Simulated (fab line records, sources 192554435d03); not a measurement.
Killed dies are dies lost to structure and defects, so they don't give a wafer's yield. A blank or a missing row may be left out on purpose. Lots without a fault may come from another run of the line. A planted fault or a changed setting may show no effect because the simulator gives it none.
fab line records | flow n5_finfet
record lots=6 wafers=18 last_day=17
route steps=1938 shown ZERO_LAYER@4 BEOL_M4@1111 PASSIVATION@1936
lots that met no fault: from a run of the same line without faults
start_h: hours from the record's first day to the start of the lot's first wafer shown | wait_h: hours since the lot's step before | " the same as in the row above | L1.1+2: a row that stands for several wafers | - no value, or no start given | * or withheld: withheld | < > ~ a bound
route shown NAME@n: a module of which the file shows steps, and the number in the route of the first | usual: mean/standard deviation of fault-free wafers | same: alike in all rows | chamber/n: place in a boat | sites: the reading at each site | _std_site: their standard deviation | _edge_site: outer sites' mean less inner sites' | radius_mm: how far each site lies from the wafer's centre | mask NAME#n: copy n | behind: the tool/chamber that last shaped the wafer | hold: why the lot was held/for how many hours/how that ended | device: the transistor (n, p or np) that didn't switch | end of line: the same wafers' tests at the end of the route | a step without rows: its recipe alone | killed: dies lost to structure and defects at the first sort, not the wafer's yield | map: a wafer's dies, x killed, . not, _ none there
set.NAME: the setting as run; set.NAME@STEP: as run at that earlier step | model.NAME: the simulator's own value behind a step, which no gauge read
lots at some steps of the route; a table a step, a row a wafer
services: from which hour (start_h, from the record's first day; less than 0 if before it) a tool's chamber was out of use, for how many hours, and why
## steps
# step N5_ZERO_LAYER_PECVD_02
# recipe material=SiO2 target_thk_a=100 temp_c=400 precursor=SiH4/N2O pressure_torr=0.75 rf_w=275 time_s=6
# usual heater_power_w=855/100 showerhead_plenum_p_Torr=8.08/0.092 showerhead_vpp_V=1047/46
# columns lot.wafer tool chamber start_h wait_h heater_power_w showerhead_plenum_p_Torr showerhead_vpp_V
L243.2 pecvd-03 2 42.29 0.0 829 8.11 1099
L243.3 " 0 " " 840 7.93 1081
L243.4 " 2 " " 846 8.14 1089
L249.1 pecvd-04 0 78.45 0.0 967 8.17 1030
L249.3 " 0 " " 973 8.20 1038
L249.6 " 1 " " 916 7.98 1078
L254.1 pecvd-04 0 108.28 0.0 944 8.21 1048
L254.4 " 2 " " 841 8.03 970
L254.5 " 0 " " 936 8.17 1033
L255.2 pecvd-04 2 114.28 0.0 761 8.01 999
L255.4 " 1 " " 857 7.98 1074
L255.5 " 2 " " 781 8.00 989
L257.1 pecvd-03 0 126.28 0.0 826 7.93 1087
L257.5 " 1 " " 859 8.11 1016
L257.6 " 0 " " 837 7.95 1088
L261.1 pecvd-04 2 150.28 0.0 844 8.02 967
L261.4 " 1 " " 792 8.01 1075
L261.6 " 2 " " 856 8.04 976
# step N5_ZERO_LAYER_HMDS_04
# recipe time_s=60 temp_c=120
# step N5_ZERO_LAYER_COAT_05
# recipe spin_rpm=1500 resist_thk_nm=1000
# step N5_ZERO_LAYER_EBR_07
# recipe solvent=PGMEA ebr_width_mm=1.5
# step N5_ZERO_LAYER_SOFTBAKE_06
# recipe temp_c=100 time_s=90
# step N5_ZERO_LAYER_EXPOSE_08
# recipe mask_id=ZERO na=0.55 source_shape=conventional sigma_outer=0.8 polarization=unpolarized defocus_nm=0 target_cd_nm=2000 dose_mj=16.2
# step N5_ZERO_LAYER_PEB_09
# recipe peb_temp_c=withheld peb_time_s=*
# step N5_ZERO_LAYER_DEVELOP_10
# recipe develop_time_s=60 rinse_liquid=diw dry=air_spin dev_temp_c=21
# step N5_ZERO_LAYER_HARDBAKE_23
# recipe temp_c=130 time_s=120
# step N5_ZERO_LAYER_CD_MEAS_11
# recipe target_cd_nm=2000 landing_energy_ev=500 detector=se_inlens
# usual cd_nm=2001/3
# columns lot.wafer tool chamber start_h wait_h cd_nm
L243.2 cd_sem-01 0 42.65 - 1998
L243.3 " 0 " " 2000
L243.4 " 0 " " 2001
L249.1 cd_sem-01 0 78.83 - 2001
L249.3 " 0 " " 2004
L249.6 " 0 " " 2005
L254.1 cd_sem-01 0 108.77 - 2005
L254.4 " 0 " " 2002
L254.5 " 0 " " 2003
L255.2 cd_sem-02 0 114.64 - 2000
L255.4 " 0 " " 1996
L255.5 " 0 " " 1998
L257.1 cd_sem-03 0 126.64 - 2001
L257.5 " 0 " " 1998
L257.6 " 0 " " 1998
L261.1 cd_sem-01 0 150.64 - 2004
L261.4 " 0 " " 2005
L261.6 " 0 " " 2000
# step N5_ZERO_LAYER_DESCUM_16
# recipe chemistry=O2 time_s=7.9 source_power_w=50 bias_power_w=20 pressure_mtorr=20 rf_frequency_hz=2.712e+07 temp_c=40 o2_flow_sccm=225
# usual chamber_pressure_mTorr=19.998/0.018 drypump_motor_current_A=5.6/0.44 oes_product_au=0.77/0.076 rf_vpp_V=243.6/1.2 showerhead_plenum_p_Torr=2.11/0.055 throttle_valve_pct=20.40/0.27
# columns lot.wafer tool chamber start_h wait_h chamber_pressure_mTorr drypump_motor_current_A oes_product_au rf_hours_counter_h rf_vpp_V showerhead_plenum_p_Torr throttle_valve_pct
L243.2 rie_diel-02 2 42.69 0.0 20.000 5.4 0.77 122 245.5 2.18 20.07
L243.3 " 3 " " 19.982 5.1 0.71 193 243.7 2.06 20.44
L243.4 " 0 " " 20.003 5.5 0.84 65 242.8 2.04 20.31
L249.1 rie_diel-02 3 79.43 0.6 20.017 5.1 0.71 206 242.8 2.06 20.47
L249.3 " 0 " " 19.982 5.6 0.84 76 243.8 2.04 20.32
L249.6 " 0 " " 19.999 5.5 0.84 - 242.0 2.04 20.33
L254.1 rie_diel-02 3 108.81 0.0 20.013 5.1 0.71 215 241.1 2.05 20.48
L254.4 " 1 " " 20.009 6.5 0.72 180 241.1 2.08 20.38
L254.5 " 1 " " 19.967 6.5 0.72 - 241.3 2.08 20.39
L255.2 rie_diel-03 2 114.70 0.1 20.017 5.6 0.88 53 243.4 2.10 20.00
L255.4 " 0 " " 20.015 5.6 0.64 244 243.7 2.05 20.41
L255.5 " 3 " " 19.983 6.0 0.81 - 244.0 2.10 20.47
L257.1 rie_diel-04 2 126.68 0.0 20.003 5.6 0.84 67 244.8 2.19 20.16
L257.5 " 3 " " 19.978 5.2 0.69 - 244.0 2.17 20.56
L257.6 " 2 " " 20.014 5.6 0.84 - 244.6 2.19 20.17
L261.1 rie_diel-04 0 150.68 0.0 20.008 6.0 0.71 208 243.9 2.16 20.61
L261.4 " 1 " " 20.003 5.8 0.69 200 243.7 2.10 21.04
L261.6 " 3 " " 19.995 5.2 0.69 - 243.3 2.17 20.58
# step N5_ZERO_LAYER_ETCH_17
# recipe chemistry=CF4 target=SiO2 target_depth_a=120 time_s=13.3 ion_energy_ev=350 pressure_mtorr=40 source_w=450 bias_w=215 Ar_flow_sccm=100 cf4_flow_sccm=100
# usual bias_w=215.0/0.61 chamber_pressure_mTorr=40.00/0.037 drypump_motor_current_A=5.6/0.44 mfc_ar_sccm=100.0/0.31 oes_product_au=0.77/0.073 rf_vpp_V=950/3.6 showerhead_plenum_p_Torr=2.17/0.06 throttle_valve_pct=15.68/0.22
# columns lot.wafer tool chamber start_h wait_h bias_w chamber_pressure_mTorr drypump_motor_current_A mfc_ar_sccm oes_product_au rf_hours_counter_h rf_vpp_V showerhead_plenum_p_Torr throttle_valve_pct
L243.2 rie_diel-02 2 42.72 0.0 215.0 40.04 5.4 100.4 0.76 122 955 2.24 15.40
L243.3 " 3 " " 215.5 40.01 5.1 99.5 0.72 193 947 2.14 15.90
L243.4 " 0 " " 215.4 39.98 5.6 100.1 0.83 65 944 2.08 15.36
L249.1 rie_diel-02 3 79.46 0.0 215.1 39.99 5.0 100.3 0.70 206 948 2.13 15.95
L249.3 " 0 " " 215.5 40.05 5.5 99.8 0.82 76 945 2.08 15.38
L249.6 " 0 " " 215.4 40.00 5.5 100.0 0.83 - 945 2.08 15.38
L254.1 rie_diel-02 3 108.84 0.0 215.6 39.99 5.1 100.4 0.71 215 949 2.13 15.94
L254.4 " 1 " " 216.0 40.05 6.5 100.1 0.74 180 949 2.13 15.65
L254.5 " 1 " " 216.1 40.05 6.5 100.4 0.75 - 948 2.13 15.64
L255.2 rie_diel-03 2 114.74 0.0 214.5 39.93 5.6 99.8 0.86 53 953 2.19 15.50
L255.4 " 0 " " 214.9 39.93 5.5 99.8 0.66 244 947 2.09 15.64
L255.5 " 3 " " 214.9 39.98 6.0 100.1 0.80 - 948 2.17 15.80
L257.1 rie_diel-04 2 126.72 0.0 215.0 39.97 5.6 99.7 0.86 67 956 2.27 15.53
L257.5 " 3 " " 215.1 39.98 5.2 100.3 0.71 - 953 2.23 15.82
L257.6 " 2 " " 215.4 39.95 5.6 99.9 0.87 - 957 2.27 15.55
L261.1 rie_diel-04 0 150.71 0.0 215.9 39.95 6.0 99.9 0.69 208 952 2.22 15.97
L261.4 " 1 " " 214.4 40.03 5.8 100.1 0.69 200 947 2.13 16.05
L261.6 " 3 " " 214.7 39.92 5.2 99.9 0.71 - 953 2.23 15.82
# step N5_ZERO_LAYER_ETCH_18
# recipe chemistry=HBr/Cl2 target=Si target_depth_a=1200 time_s=40 pressure_mtorr=10 icp_w=800 bias_w=75 HBr_flow_sccm=150 Cl2_flow_sccm=80
# usual bias_w=75.00/0.21 chamber_pressure_mTorr=10.000/0.0099 drypump_motor_current_A=5.5/0.5 oes_product_au=0.997/0.015 throttle_valve_pct=36.5/0.34
# columns lot.wafer tool chamber start_h wait_h bias_w chamber_pressure_mTorr drypump_motor_current_A oes_product_au rf_hours_counter_h throttle_valve_pct
L243.2 rie_si-04 1 42.79 0.0 74.90 10.000 6.6 0.999 119 36.7
L243.3 " 2 " " 75.16 9.997 5.7 0.985 2 36.4
L243.4 " 3 " " 75.09 10.004 5.4 1.025 82 36.1
L249.1 rie_si-04 0 79.53 0.0 75.06 9.989 5.4 1.001 131 36.4
L249.3 " 1 " " 80.03 10.003 6.5 0.993 120 36.7
L249.6 " 2 " " 74.99 9.992 5.7 0.990 - 36.4
L254.1 rie_si-04 2 108.91 0.0 74.70 9.993 5.8 0.987 3 36.4
L254.4 " 1 " " 80.06 10.015 6.6 0.997 120 36.7
L254.5 " 0 " " 74.83 10.006 5.5 0.998 - 36.4
L255.2 rie_si-06 2 114.81 0.0 75.02 9.998 5.4 0.970 83 36.0
L255.4 " 1 " " 74.75 10.010 6.0 0.986 3 36.8
L255.5 " 0 " " 75.23 9.979 5.1 1.011 - 36.6
L257.1 rie_si-06 1 126.79 0.0 75.20 9.987 5.9 0.988 3 36.8
L257.5 " 2 " " 74.88 10.006 5.4 0.966 - 36.0
L257.6 " 1 " " 75.00 10.005 5.9 0.993 - 36.8
L261.1 rie_si-01 2 150.79 0.0 75.37 10.023 5.5 0.997 18 36.4
L261.4 " 0 " " 75.07 9.987 4.8 1.002 53 37.0
L261.6 " 2 " " 75.12 10.014 5.5 0.992 - 36.4
# step N5_ZERO_LAYER_STRIP_24
# recipe chemistry=O2 power_w=1000 temp_c=250 overash_fraction=0.3 pressure_mtorr=1000 o2_flow_sccm=6750
# usual chamber_pressure_mTorr=999.9/1 drypump_motor_current_A=5.9/0.46 heater_power_w=331/33 oes_product_au=0.647/0.0043 strip_time_to_endpoint_s=43.85/0.082
# columns lot.wafer tool chamber start_h wait_h chamber_pressure_mTorr drypump_motor_current_A heater_power_w oes_product_au rf_hours_counter_h strip_time_to_endpoint_s
L243.2 plasma_asher-01 1 42.90 0.1 998.8 5.7 391 0.646 30 43.84
L243.3 " 1 " " 999.8 5.7 395 0.645 - 43.91
L243.4 " 0 " " 1001.9 5.3 303 0.649 - 43.84
L249.1 plasma_asher-01 0 79.64 0.1 1001.7 5.3 310 0.648 38 43.81
L249.3 " 1 " " 999.8 5.7 393 0.644 - 43.84
L249.6 " 1 " " 998.7 5.7 391 0.648 - 43.92
L254.1 plasma_asher-02 1 109.02 0.1 1000.2 6.6 326 0.646 93 43.93
L254.4 " 1 " " 997.1 6.6 342 0.649 - 44.00
L254.5 " 0 " " 998.8 5.9 307 0.648 - 43.89
L255.2 plasma_asher-02 0 114.92 0.1 1001.4 5.9 299 0.647 94 43.76
L255.4 " 1 " " 999.1 6.6 334 0.645 - 43.72
L255.5 " 1 " " 999.6 6.6 330 0.649 - 43.68
L257.1 plasma_asher-01 0 126.89 0.1 999.6 5.3 309 0.649 47 43.95
L257.5 " 0 " " 1000.5 5.3 306 0.652 - 44.03
L257.6 " 1 " " 999.4 5.7 383 0.644 - 44.04
L261.1 plasma_asher-01 0 150.89 0.1 1001.9 5.3 307 0.645 52 43.95
L261.4 " 1 " " 1000.6 5.7 398 0.644 - 43.86
L261.6 " 1 " " 1000.4 5.7 395 0.654 - 43.88
# step N5_BEOL_M4_RC_MEAS_101
# usual DIBL_N=36.7/2.6 DIBL_P=36.9/2.8 IOFF_N=0.17/0.043 IOFF_P=0.22/0.05 ION_N=678/15 ION_P=465/9.2 SS_N=71.6/0.79 SS_P=73.5/0.82 VT_N=250/3.9 VT_P=-250/3.7
# columns lot.wafer tool chamber start_h wait_h DIBL_N[mV/V] DIBL_P[mV/V] IOFF_N[nA/um] IOFF_P[nA/um] ION_N[uA/um] ION_P[uA/um] SS_N[mV/dec] SS_P[mV/dec] VT_N[mV] VT_P[mV]
L243.2 prober-02 0 222.51 0.2 33.7 34.1 0.11 0.17 662 461 71.0 73.3 254 -252
L243.3 " 0 " " 37.2 36.5 0.17 0.21 672 463 72.6 73.8 255 -250
L243.4 " 0 " " 35.5 35.9 0.15 0.21 695 482 71.2 73.3 249 -246
L249.1 prober-02 0 251.24 0.0 42.0 42.2 0.28 0.36 700 470 72.6 75.0 245 -244
L249.3 " 0 " " 37.4 36.7 0.17 0.24 669 462 71.5 74.0 249 -249
L249.6 " 0 " " 37.6 37.7 0.20 0.26 683 473 70.2 74.7 245 -246
L254.1 prober-02 0 269.62 0.0 36.2 36.6 0.16 0.23 689 477 71.5 74.0 249 -249
L254.4 " 0 " " 37.0 37.1 0.16 0.23 669 462 72.0 73.8 251 -250
L254.5 " 0 " " 36.6 37.5 0.16 0.24 663 459 71.4 73.4 250 -248
L255.2 prober-01 0 272.87 0.2 38.8 36.7 0.17 0.20 674 453 72.2 73.7 249 -250
L255.4 " 0 " " 38.7 37.6 0.19 0.22 670 459 72.5 73.7 248 -249
L255.5 " 0 " " 39.7 39.8 0.23 0.26 712 475 72.1 73.3 243 -249
L257.1 prober-02 0 300.41 0.0 34.9 35.5 0.14 0.20 680 466 71.7 72.9 252 -250
L257.5 " 0 " " 31.8 32.6 0.11 0.17 676 470 71.5 72.2 254 -249
L257.6 " 0 " " 33.3 32.2 0.12 0.15 650 447 71.5 72.4 255 -253
L261.1 prober-02 0 309.58 0.0 40.2 41.8 0.21 0.26 690 467 72.0 73.5 248 -249
L261.4 " 0 " " 38.7 40.5 0.17 0.25 680 474 72.8 73.3 253 -251
L261.6 " 0 " " 37.8 39.3 0.15 0.24 662 467 71.0 74.0 254 -251
# step N5_PASSIVATION_PROBE_49
# usual defect_limited_yield=91.0/1.4 killed_at_M0_to_M3=36/9.6 killed_at_M4_up=14/6.1 killed_at_contacts=13/6.6 killed_at_front_end=40/11 killed_at_other=3.2/2.9 killed_dies=106/17 killed_open=71/12 killed_short=33/7.3 sort_bin_4_leakage=0.02/0.11 sort_bin_5_function=5.3/1 sort_bin_6_memory=3.4/0.68 sort_bin_8_speed=0.0/0.51 sort_n_pass=1073/19 sort_yield_pct=91.0/1.6
# same gross_dies=1180 killed_at_back_side=0
# columns lot.wafer tool chamber start_h wait_h defect_limited_yield[%] killed_at_M0_to_M3 killed_at_M4_up killed_at_contacts killed_at_front_end killed_at_other killed_dies killed_open killed_short sort_bin_4_leakage[%] sort_bin_5_function[%] sort_bin_6_memory[%] sort_bin_8_speed[%] sort_n_pass sort_yield_pct[%]
L243.2 prober-01 - 327.24 0.1 90.3 42 26 14 32 0 114 81 26 0 6.1 3.6 0 1066 90.3
L243.3 prober-01 - 327.29 0.1 89.6 44 22 12 44 1 123 90 33 0 6.5 3.6 0 1057 89.6
L243.4 prober-01 - 327.34 0.2 92.1 37 18 12 23 3 93 55 36 0 4.4 2.8 0 1087 92.1
L249.3 prober-02 - 357.79 0.5 88.6 46 6 23 54 5 134 99 35 0 6.0 4.9 0 1046 88.6
L254.1 prober-01 - 372.59 0.0 90.0 39 21 14 41 3 118 81 34 0 6.4 3.1 0 1062 90.0
L254.4 prober-01 - 372.74 0.2 91.7 29 23 14 30 2 98 68 27 0 5.1 2.7 0 1082 91.7
L254.5 prober-01 - 372.79 0.2 88.5 37 23 26 48 2 136 88 47 0 5.8 5.5 0 1044 88.5
L261.1 prober-01 - 413.89 0.0 92.3 47 14 3 26 1 91 62 27 0 3.9 3.6 0 1089 92.3
L261.4 prober-01 - 414.04 0.2 89.8 57 11 4 48 0 120 84 33 0 6.1 3.9 0 1060 89.8
L261.6 prober-01 - 414.14 0.3 90.8 33 15 10 44 6 108 65 40 0 4.8 3.8 0 1072 90.8
# killed by level:class
L243.2 MOL_CONTACT_COAG:geometric_particle:open=11 BEOL_M0_SAQP:geometric_particle:open=11 BEOL_M1:geometric_particle:open=11 BEOL_M5:geometric_particle:open=8 STI_FIN_REVEAL:geometric_particle:open=7 BEOL_M2:geometric_particle:open=6 BEOL_M3:geometric_particle:open=6 FIN_SAQP:geometric_particle:open=5
L243.3 BEOL_M4:geometric_particle:open=11 BEOL_M0_SAQP:geometric_particle:open=11 FIN_SAQP:geometric_particle:open=10 FIN_SAQP:geometric_particle:short=10 MOL_CONTACT_COAG:geometric_particle:open=10 BEOL_M2:geometric_particle:open=9 STI_FIN_REVEAL:geometric_particle:open=6 BEOL_M1:geometric_particle:open=6
L243.4 BEOL_M1:geometric_particle:open=12 MOL_CONTACT_COAG:geometric_particle:open=9 BEOL_M4:geometric_particle:open=6 BEOL_M3:geometric_particle:open=5 BEOL_M0_SAQP:geometric_particle:short=5 BEOL_M0_SAQP:geometric_particle:open=5 STI_FIN_REVEAL:geometric_particle:open=4 BEOL_M2:geometric_particle:open=4
L249.3 STI_FIN_REVEAL:geometric_particle:open=22 BEOL_M3:geometric_particle:open=20 MOL_CONTACT_COAG:geometric_particle:open=19 BEOL_M1:geometric_particle:open=7 FIN_SAQP:geometric_particle:short=5 FIN_SAQP:geometric_particle:open=4 STI_FIN_REVEAL:geometric_particle:short=4 BEOL_M2:geometric_particle:open=4
L254.1 STI_FIN_REVEAL:geometric_particle:open=15 BEOL_M0_SAQP:geometric_particle:open=13 MOL_CONTACT_COAG:geometric_particle:open=11 BEOL_M4:geometric_particle:open=9 FIN_SAQP:geometric_particle:short=5 STI_FIN_REVEAL:geometric_particle:short=5 BEOL_M0_SAQP:geometric_particle:short=5 BEOL_M1:geometric_particle:open=5
L254.4 MOL_CONTACT_COAG:geometric_particle:open=10 BEOL_M4:geometric_particle:open=10 STI_FIN_REVEAL:geometric_particle:open=8 BEOL_M0_SAQP:geometric_particle:short=6 FIN_SAQP:geometric_particle:open=5 DUMMY_GATE:geometric_particle:open=5 BEOL_M0_SAQP:geometric_particle:open=5 BEOL_M0:geometric_particle:open=5
L254.5 MOL_CONTACT_COAG:geometric_particle:open=18 BEOL_M4:geometric_particle:open=13 BEOL_M0_SAQP:geometric_particle:short=13 STI_FIN_REVEAL:geometric_particle:open=10 FIN_SAQP:geometric_particle:open=8 MOL_CONTACT_COAG:geometric_particle:short=8 BEOL_M0_SAQP:geometric_particle:open=7 FIN_SAQP:geometric_particle:short=6
L261.1 BEOL_M0_SAQP:geometric_particle:open=10 BEOL_M2:geometric_particle:open=8 BEOL_M3:geometric_particle:open=8 BEOL_M1:geometric_particle:open=7 BEOL_M0_SAQP:geometric_particle:short=6 BEOL_M4:geometric_particle:open=6 STI_FIN_REVEAL:geometric_particle:open=4 STARTING-WAFER:geometric_particle:short=4
L261.4 BEOL_M0_SAQP:geometric_particle:open=19 BEOL_M0_SAQP:geometric_particle:short=16 STI_FIN_REVEAL:geometric_particle:open=12 FIN_SAQP:geometric_particle:open=9 BEOL_M1:geometric_particle:open=9 FIN_SAQP:geometric_particle:short=6 BEOL_M3:geometric_particle:open=5 BEOL_M8:geometric_particle:open=5
L261.6 FIN_SAQP:geometric_particle:short=9 BEOL_M0_SAQP:geometric_particle:open=9 STI_FIN_REVEAL:geometric_particle:open=8 MOL_CONTACT_COAG:geometric_particle:open=8 BEOL_M0_SAQP:geometric_particle:short=7 GATE_CUT:geometric_particle:short=6 GATE_CUT:geometric_particle:open=5 BEOL_M5:geometric_particle:open=5
## services
# columns tool chamber start_h hours kind
rie_si-01 2 19.43 2.2 repair
rie_si-06 3 21.49 1.0 repair
rie_diel-02 - 22.07 1.7 repair
rie_si-06 3 24.63 3.5 repair
pecvd-04 2 28.63 - calibration
pecvd-04 - 34.62 0.4 repair
rie_si-04 - 38.15 0.4 repair
pecvd-04 2 46.08 5.2 repair
rie_diel-03 - 51.01 28.1 pm
rie_diel-02 3 51.13 3.8 repair
rie_si-01 2 65.46 2.9 repair
rie_si-01 3 69.23 6.3 repair
rie_diel-02 0 72.37 6.3 repair
rie_diel-04 3 100.75 14.7 repair
rie_diel-03 2 103.34 6.7 repair
pecvd-03 2 106.61 5.5 scheduled_down
rie_diel-04 0 119.99 13.8 repair
rie_si-01 2 120.02 3.5 repair
rie_diel-02 - 124.83 14.6 pm
rie_diel-03 1 126.17 - clean
rie_diel-03 1 126.17 - consumable_replace:focus_ring
rie_diel-03 1 126.17 11.5 scheduled_down
rie_si-01 - 129.49 14.6 pm
rie_si-04 3 131.65 3.1 repair
## key
first_sign step=N5_ZERO_LAYER_ETCH_18 reading=bias_w direction=up sigmas=24 usual=* struck=*
effect none on later readings
met_at N5_ZERO_LAYER_ETCH_18
struck_wafers L249.3,L254.4
onset_between 42.79 79.53
fault kind=process_parameter_drift tool=rie_si-04 chamber=1 onset_h=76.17 steps=N5_ZERO_LAYER_ETCH_18 channel=bias_w offset=* shape=step end_h=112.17 acts_in=* stated=*
